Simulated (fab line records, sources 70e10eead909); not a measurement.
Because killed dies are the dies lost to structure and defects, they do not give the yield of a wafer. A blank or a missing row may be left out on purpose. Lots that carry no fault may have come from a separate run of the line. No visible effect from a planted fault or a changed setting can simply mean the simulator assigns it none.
Chamber matching / flow nand_harc / NHARC_A_CHANNEL_FILL_D1_ETCHBACK_20 on rie_diel-05 has 4 sister chambers
The step etches the open film in C4F8/O2/Ar, target depth 27 nm, time 13.5 s. 4 wafers are shown with their chamber, then 7 later ones without.

## EACH WAFER AND ITS CHAMBER
wafer=L166.1; chamber=1; rf_vpp_V (V)=971
wafer=L166.4; chamber=0; rf_vpp_V (V)=979
wafer=L166.6; chamber=2; rf_vpp_V (V)=974
wafer=L172.5; chamber=3; rf_vpp_V (V)=979

## WAFERS WITHOUT THEIR CHAMBER
wafer=L172.6; rf_vpp_V (V)=974
wafer=L173.2; rf_vpp_V (V)=977
wafer=L173.3; rf_vpp_V (V)=974
wafer=L173.5; rf_vpp_V (V)=978
wafer=L174.1; rf_vpp_V (V)=978
wafer=L174.4; rf_vpp_V (V)=975
wafer=L174.6; rf_vpp_V (V)=980

## WHICH CHAMBER EACH ONE RAN IN
wafer=L172.6; from the rows above=2; in truth=2
wafer=L173.2; from the rows above=can't be placed: 0 or 3 or 2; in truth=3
wafer=L173.3; from the rows above=2; in truth=2
wafer=L173.5; from the rows above=can't be placed: 0 or 3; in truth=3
wafer=L174.1; from the rows above=can't be placed: 0 or 3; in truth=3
wafer=L174.4; from the rows above=2; in truth=2
wafer=L174.6; from the rows above=can't be placed: 0 or 3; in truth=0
3 of 7 placed correctly. Unplaceable from these rows: 4, with the true chamber sitting among the candidates in 4. Number placed wrongly: 0.
How it was worked out, from the rows above alone: a wafer's distance from a chamber is the root of the sum, over the readings, of the square of ((its reading less the chamber's mean) divided by the reading's scatter). The wafer belongs to the nearest chamber; if the next one is less than 2 further off, it can't be placed. The mean given for a chamber averages the wafers shown for that chamber. The scatter (one wafer shown for each chamber): square how far every hidden wafer sits from the nearest shown wafer, average those squares and take the square root.
